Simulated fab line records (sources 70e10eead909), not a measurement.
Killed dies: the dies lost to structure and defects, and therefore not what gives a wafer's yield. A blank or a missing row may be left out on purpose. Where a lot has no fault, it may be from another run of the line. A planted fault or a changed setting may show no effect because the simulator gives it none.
Chamber matching :: flow nandHarc :: NHARC_A_DECK1_JOINT_ETCHBACK_00 on rieSi-06 has 4 sister chambers
The step etches the open film in HBr, target depth 30 nm, time 17.4 s. 4 wafers are shown with their chamber, then 12 later ones without.

== WAFERS, EACH WITH ITS CHAMBER ==
wafer: L088.5
chamber: 2
oesProductAu (a.u.): 1.009

wafer: L088.1
chamber: 3
oesProductAu (a.u.): 0.988

wafer: L091.4
chamber: 1
oesProductAu (a.u.): 0.992

wafer: L091.5
chamber: 0
oesProductAu (a.u.): 1.010

== WAFERS MISSING THEIR CHAMBER ==
wafer: L091.2
oesProductAu (a.u.): 1.010

wafer: L091.3
oesProductAu (a.u.): 1.003

wafer: L091.6
oesProductAu (a.u.): 0.993

wafer: L095.2
oesProductAu (a.u.): 1.015

wafer: L095.3
oesProductAu (a.u.): 0.985

wafer: L095.6
oesProductAu (a.u.): 0.996

wafer: L095.1
oesProductAu (a.u.): 1.003

wafer: L095.4
oesProductAu (a.u.): 0.995

wafer: L095.5
oesProductAu (a.u.): 1.006

wafer: L096.4
oesProductAu (a.u.): 1.014

wafer: L096.5
oesProductAu (a.u.): 0.991

wafer: L096.6
oesProductAu (a.u.): 0.990

== THE CHAMBER EACH PASSED THROUGH ==
wafer: L091.2
from the rows above: can't be placed: 0 or 2
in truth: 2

wafer: L091.3
from the rows above: can't be placed: 2 or 0 or 1
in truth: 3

wafer: L091.6
from the rows above: can't be placed: 1 or 3
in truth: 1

wafer: L095.2
from the rows above: can't be placed: 0 or 2
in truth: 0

wafer: L095.3
from the rows above: can't be placed: 3 or 1
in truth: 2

wafer: L095.6
from the rows above: can't be placed: 1 or 3
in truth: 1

wafer: L095.1
from the rows above: can't be placed: 2 or 0 or 1
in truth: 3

wafer: L095.4
from the rows above: can't be placed: 1 or 3
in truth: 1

wafer: L095.5
from the rows above: can't be placed: 2 or 0
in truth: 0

wafer: L096.4
from the rows above: can't be placed: 0 or 2
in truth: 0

wafer: L096.5
from the rows above: can't be placed: 1 or 3
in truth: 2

wafer: L096.6
from the rows above: can't be placed: 1 or 3
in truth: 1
Correctly placed: 0 of 12. Not placeable from these rows: 12 (in 8, the candidates include the true chamber). Placed wrongly: 0.
How it was worked out, from the rows above alone: a wafer's distance from a chamber is the root of the sum, over the readings, of the square of ((its reading less the chamber's mean) divided by the reading's scatter). The wafer belongs to the nearest chamber; if the next one is less than 2 further off, it can't be placed. The mean given for a chamber averages the wafers shown for that chamber. The scatter (one wafer shown for each chamber): square how far every hidden wafer sits from the nearest shown wafer, average those squares and take the square root.
